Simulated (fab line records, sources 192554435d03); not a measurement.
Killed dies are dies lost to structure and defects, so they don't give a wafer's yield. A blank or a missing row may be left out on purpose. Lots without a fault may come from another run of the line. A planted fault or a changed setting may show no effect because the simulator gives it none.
fab line records | flow n5_finfet
record lots=5 wafers=15 last_day=15
route steps=1938 shown PASSIVATION@1932 END@1938
lots that met no fault: from a run of the same line without faults
start_h: hours from the record's first day to the start of the lot's first wafer shown | wait_h: hours since the lot's step before | " the same as in the row above | L1.1+2: a row that stands for several wafers | - no value, or no start given | * or withheld: withheld | < > ~ a bound
route shown NAME@n: a module of which the file shows steps, and the number in the route of the first | usual: mean/standard deviation of fault-free wafers | same: alike in all rows | chamber/n: place in a boat | sites: the reading at each site | _std_site: their standard deviation | _edge_site: outer sites' mean less inner sites' | radius_mm: how far each site lies from the wafer's centre | mask NAME#n: copy n | behind: the tool/chamber that last shaped the wafer | hold: why the lot was held/for how many hours/how that ended | device: the transistor (n, p or np) that didn't switch | end of line: the same wafers' tests at the end of the route | a step without rows: its recipe alone | killed: dies lost to structure and defects at the first sort, not the wafer's yield | map: a wafer's dies, x killed, . not, _ none there
set.NAME: the setting as run; set.NAME@STEP: as run at that earlier step | model.NAME: the simulator's own value behind a step, which no gauge read
lots at some steps of the route; a table a step, a row a wafer
services: from which hour (start_h, from the record's first day; less than 0 if before it) a tool's chamber was out of use, for how many hours, and why
## steps
# step N5_PASSIVATION_STRIP_52
# recipe chemistry=post_etch_residue_remover time_s=1200 temp_c=72.5
# usual temp_c=72.50/0.11
# columns lot.wafer tool chamber start_h wait_h temp_c
L077.1 wet_bench-02 2 285.37 - 72.46
L077.2 " 7 " " 72.45
L077.3 " 4 " " 72.40
L078.1 wet_bench-04 0 293.26 - 72.43
L078.3 " 2 " " 72.77
L078.6 " 7 " " 72.48
L088.3 wet_bench-01 3 342.24 - 72.43
L088.4 " 4 " " 72.48
L088.6 " 2 " " 72.57
L087.1 wet_bench-04 3 344.15 - 72.26
L087.3 " 0 " " 72.48
L087.6 " 1 " " 72.45
L089.1 wet_bench-01 6 348.85 - 72.40
L089.2 " 7 " " 72.47
L089.6 " 0 " " 72.53
# step N5_PASSIVATION_CLEAN_71
# recipe chemistry=IPA time_s=180 temp_c=25
# usual temp_c=24.99/0.11
# columns lot.wafer tool chamber start_h wait_h temp_c
L077.1 wet_bench-02 2 285.71 0.0 24.92
L077.2 " 7 " " 24.95
L077.3 " 4 " " 25.10
L078.1 wet_bench-04 0 293.59 0.0 24.91
L078.3 " 2 " " 24.95
L078.6 " 7 " " 24.96
L088.3 wet_bench-01 3 342.61 0.0 25.01
L088.4 " 4 " " 25.00
L088.6 " 2 " " 25.05
L087.1 wet_bench-04 3 344.49 0.0 25.18
L087.3 " 0 " " 24.98
L087.6 " 1 " " 25.12
L089.1 wet_bench-01 6 349.22 0.0 25.09
L089.2 " 7 " " 25.09
L089.6 " 0 " " 25.14
# step N5_PASSIVATION_SRD_72
# recipe dry=ipa_marangoni time_s=30 temp_c=23 rinse_liquid=diw
# usual temp_c=23.01/0.1
# columns lot.wafer tool chamber start_h wait_h temp_c
L077.1 wet_bench-02 2 285.76 0.0 22.83
L077.2 " 7 " " 23.08
L077.3 " 4 " " 22.95
L078.1 wet_bench-04 0 293.64 0.0 22.97
L078.3 " 2 " " 23.03
L078.6 " 7 " " 23.17
L088.3 wet_bench-01 3 342.66 0.0 22.98
L088.4 " 4 " " 22.87
L088.6 " 2 " " 22.96
L087.1 wet_bench-04 3 344.54 0.0 22.91
L087.3 " 0 " " 23.08
L087.6 " 1 " " 23.03
L089.1 wet_bench-01 6 349.27 0.0 23.04
L089.2 " 7 " " 23.11
L089.6 " 0 " " 23.03
# step N5_PASSIVATION_ANNEAL_56
# recipe temp_c=400 time_s=1800 ambient=FGA idle_temp_c=300 ramp_up_c_per_min=5 ramp_down_c_per_min=3
# usual spike_tc_upper_C=399.3/1.5
# columns lot.wafer tool chamber start_h wait_h spike_tc_upper_C
L077.1 furnace-02 0 285.80 0.0 399.2
L077.2 " 0 " " 397.9
L077.3 " 0 " " 398.7
L078.1 furnace-02 0 293.69 0.0 399.7
L078.3 " 0 " " 398.4
L078.6 " 0 " " 399.1
L088.3 furnace-01 0 342.71 0.0 400.5
L088.4 " 0 " " 399.8
L088.6 " 0 " " 400.0
L087.1 furnace-03 0 344.58 0.0 401.4
L087.3 " 0 " " 400.0
L087.6 " 0 " " 400.5
L089.1 furnace-02 0 349.32 0.0 399.3
L089.2 " 0 " " 396.9
L089.6 " 0 " " 399.2
# step N5_PASSIVATION_PROBE_49
# usual defect_limited_yield=91.3/1.3 killed_at_M0_to_M3=32/11 killed_at_M4_up=15/5.6 killed_at_contacts=12/6 killed_at_front_end=40/11 killed_at_other=3.5/2.6 killed_dies=102/15 killed_on_rim=13/3.4 killed_open=67/12 killed_short=34/7.3 sort_bin_5_function=5.1/0.85 sort_bin_6_memory=3.2/0.61 sort_n_pass=1078/15 sort_yield_pct=91.3/1.3
# same gross_dies=1180 killed_at_back_side=0 sort_bin_4_leakage[%]=0 sort_bin_8_speed[%]=0
# columns lot.wafer tool chamber start_h wait_h defect_limited_yield[%] killed_at_M0_to_M3 killed_at_M4_up killed_at_contacts killed_at_front_end killed_at_other killed_dies killed_on_rim killed_open killed_short sort_bin_5_function[%] sort_bin_6_memory[%] sort_n_pass sort_yield_pct[%]
L078.1 prober-01 - 295.68 0.0 89.8 38 11 10 57 4 120 15 87 33 6.3 3.4 1060 89.8
L078.3 prober-01 - 295.78 0.1 90.9 33 16 14 40 4 107 14 77 30 5.2 3.6 1073 90.9
L078.6 prober-01 - 295.93 0.3 89.2 39 13 21 52 3 128 18 89 39 6.6 3.7 1052 89.2
L089.6 prober-02 - 351.56 0.3 91.1 36 21 16 30 2 105 14 68 36 5.2 3.6 1075 91.1
# killed by level:class
L078.1 FIN_SAQP:geometric_particle:open=15 FIN_SAQP:geometric_particle:short=10 STI_FIN_REVEAL:geometric_particle:open=10 MOL_CONTACT_COAG:geometric_particle:open=10 DUMMY_GATE:geometric_particle:open=9 BEOL_M1:geometric_particle:open=8 BEOL_M0_SAQP:geometric_particle:short=7 BEOL_M0:geometric_particle:open=6
L078.3 FIN_SAQP:geometric_particle:open=11 MOL_CONTACT_COAG:geometric_particle:open=10 STI_FIN_REVEAL:geometric_particle:open=8 BEOL_M2:geometric_particle:open=7 BEOL_M0_SAQP:geometric_particle:short=6 BEOL_M0_SAQP:geometric_particle:open=6 BEOL_M4:geometric_particle:open=6 GATE_CUT:geometric_particle:open=5
L078.6 FIN_SAQP:geometric_particle:open=17 MOL_CONTACT_COAG:geometric_particle:open=17 BEOL_M2:geometric_particle:open=14 STI_FIN_REVEAL:geometric_particle:open=10 BEOL_M0_SAQP:geometric_particle:short=7 BEOL_M0_SAQP:geometric_particle:open=6 DUMMY_GATE:geometric_particle:open=5 STARTING-WAFER:geometric_particle:open=5
L089.6 MOL_CONTACT_COAG:geometric_particle:open=14 BEOL_M0_SAQP:geometric_particle:open=10 BEOL_M0_SAQP:geometric_particle:short=9 FIN_SAQP:geometric_particle:open=7 GATE_CUT:geometric_particle:short=6 BEOL_M3:geometric_particle:open=6 BEOL_M2:geometric_particle:open=5 BEOL_M7:geometric_particle:open=5
# step N5_PASSIVATION_INSPECT_57
# recipe inspect_instrument=macro mode=outgoing
# usual raw_defect_count=2.2/1.5
# columns lot.wafer tool chamber start_h wait_h raw_defect_count
L077.1 defect_inspect-01 - 288.46 0.0 4
L077.2 " - " " 3
L077.3 " - " " 5
L078.1 defect_inspect-01 - 296.03 0.0 1
L078.3 " - " " 2
L078.6 " - " " 2
L088.3 defect_inspect-02 - 345.08 0.0 3
L088.4 " - " " 4
L088.6 " - " " 0
L087.1 defect_inspect-02 - 346.93 0.0 3
L087.3 " - " " 4
L087.6 " - " " 4
L089.1 defect_inspect-02 - 351.67 0.0 0
L089.2 " - " " 0
L089.6 " - " " 3
## services
# columns tool chamber start_h hours kind
wet_bench-01 - 292.20 3.7 repair
## key
fault none
